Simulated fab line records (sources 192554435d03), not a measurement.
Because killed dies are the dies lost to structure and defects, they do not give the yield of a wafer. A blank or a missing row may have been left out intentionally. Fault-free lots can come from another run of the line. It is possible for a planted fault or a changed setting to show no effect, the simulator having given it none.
A struck lot beside a sound one :: flow n5-finfet :: 19 steps out of a route of 1938
Sound: these wafers, L749.3, L749.5. Struck: wafers L758.2, L758.4, L758.6. The cause is named last.
Each step with rows lists, per side, the tool, then ch with its chambers, then its first start. Under that, the readings that differ: sound wafers :: struck wafers :: difference of the means :: sigmas: that difference in standard deviations of wafers without a fault.
alike: words and numbers the same on both sides, and readings whose means are apart by under 2 such deviations; not compared: readings that were withheld, readings missing a value for some wafer, numbers with overlapping values and no deviation given by the record, and bounds like >300 which may hide the same value.
Wherever a step has rows on one side only, a row that says differs or no value, or a row with sigmas, the two part there. Non-overlapping numbers with no deviation appear without sigmas and do not part them. Lack of a reading on every wafer of one side parts them only where that side has two or more wafers.

N5_BEOL_M0_SAQP_HM_DEP_02: deposits TiN, target thk 12 nm.
  sound on pvd-sputter-02 at day 7 05:05; struck on pvd-sputter-03 at day 9 08:40
  alike: substrate-temp-c, throttle-valve-pct
N5_BEOL_M0_SAQP_PECVD_03: deposits SiCN from 3MS/NH3, target thk 12 nm, time 21.1 s.
  sound on pecvd-02 ch 0,1, day 7 05:12; struck on pecvd-02 ch 1,2, day 9 08:47
  alike: chamber-pressure-Torr, showerhead-plenum-p-Torr, throttle-valve-pct
N5_BEOL_M0_SAQP_PECVD_96: deposits a-Si from SiH4/He, target thk 45 nm, time 45.2 s.
  sound on pecvd-02 ch 0,1, day 7 05:14; struck on pecvd-02 ch 1,2, day 9 08:49
  alike: chamber-pressure-Torr, heater-power-w, showerhead-plenum-p-Torr, throttle-valve-pct
N5_BEOL_M0_SAQP_PECVD_97: deposits SiNx from SiH4/NH3/N2, target thk 23 nm, time 19.9 s.
  sound on pecvd-02 ch 0,1, day 7 05:17; struck on pecvd-02 ch 1,2, day 9 08:51
  alike: chamber-pressure-Torr, heater-power-w, showerhead-plenum-p-Torr, throttle-valve-pct
N5_BEOL_M0_SAQP_PECVD_04: deposits a-Si from SiH4/He, target thk 60 nm, time 60.2 s.
  sound on pecvd-02 ch 0,1, day 7 05:19; struck on pecvd-02 ch 1,2, day 9 08:53
  alike: chamber-pressure-Torr, heater-power-w, showerhead-plenum-p-Torr, throttle-valve-pct
N5_BEOL_M0_SAQP_THK_MEAS_05:
  sound on film-metro-01 at day 7 05:25; struck on film-metro-01 at day 9 08:59
  alike: thk-nm
then, 6 steps without rows for these wafers: N5_BEOL_M0_SAQP_HM_DEP_111 (deposits SiO2 from SiH4/N2O, target thk 12 nm, time 7.2 s); N5_BEOL_M0_SAQP_COAT_81 (time 60 s, resist thk 100 nm); N5_BEOL_M0_SAQP_COAT_82 (time 60 s, resist thk 30 nm); N5_BEOL_M0_SAQP_COAT_08 (resist thk 90 nm); N5_BEOL_M0_SAQP_EBR_10; N5_BEOL_M0_SAQP_SOFTBAKE_09 (time 60 s).
N5_BEOL_M0_SAQP_EXPOSE_11: exposes mask M0 CORE, target cd 42 nm.
  sound on arfi-scanner-01 ch 0, day 7 05:40; struck on arfi-scanner-02 ch 0, day 9 09:21
reading: exposure-dose-mJ-cm2
sound: 54.92 54.93
struck: 59.37 59.39 59.41
difference: +4.47
sigmas: +84
  alike: mask
then, 2 steps without rows for these wafers: N5_BEOL_M0_SAQP_PEB_12 (peb time 60 s); N5_BEOL_M0_SAQP_DEVELOP_13 (develop time 30 s).
N5_BEOL_M0_SAQP_CD_MEAS_14: target cd 42.5 nm.
  sound on cd-sem-01 ch 0, day 7 05:46; struck on cd-sem-01 ch 0, day 9 09:28
reading: cd-nm (nm)
sound: 42.3 42.4
struck: 38.8 40.1 39.3
difference: -2.9
sigmas: -6
N5_BEOL_M0_SAQP_OVL_MEAS_15:
  sound on overlay-01 ch 0, day 7 05:48; struck on overlay-02 ch 0, day 9 09:30
  alike: M0_CORE_OVL
-- here the record skips 3 days between the struck wafers' starts before and after, leaving off in module BEOL_M0_SAQP and picking up in module BEOL_M4 (first step shown: number 1111 of the route) --
N5_BEOL_M4_RC_MEAS_101:
  sound on prober-02 ch 0, day 9 09:12; struck on prober-02 ch 0, day 11 23:28
  alike: DIBL_N, DIBL_P, IOFF_N, IOFF_P, ION_N, ION_P, SS_N, SS_P, VT_N, VT_P
-- here the record skips 4 days between the struck wafers' starts before and after, leaving off in module BEOL_M4 and picking up in module PASSIVATION (first step shown: number 1936 of the route) --
N5_PASSIVATION_PROBE_49:
  the record has rows for the struck wafers here (prober-02, day 16 03:24) and none for the sound ones

WHERE THEY PART
Last at N5_PASSIVATION_PROBE_49 as far as this record goes, first at N5_BEOL_M0_SAQP_EXPOSE_11.

WHY: what the simulator had put in
Process parameters drifting: arfi-scanner-02 at N5_BEOL_M0_SAQP_EXPOSE_11, beginning at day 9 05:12. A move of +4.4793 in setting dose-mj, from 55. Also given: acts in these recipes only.
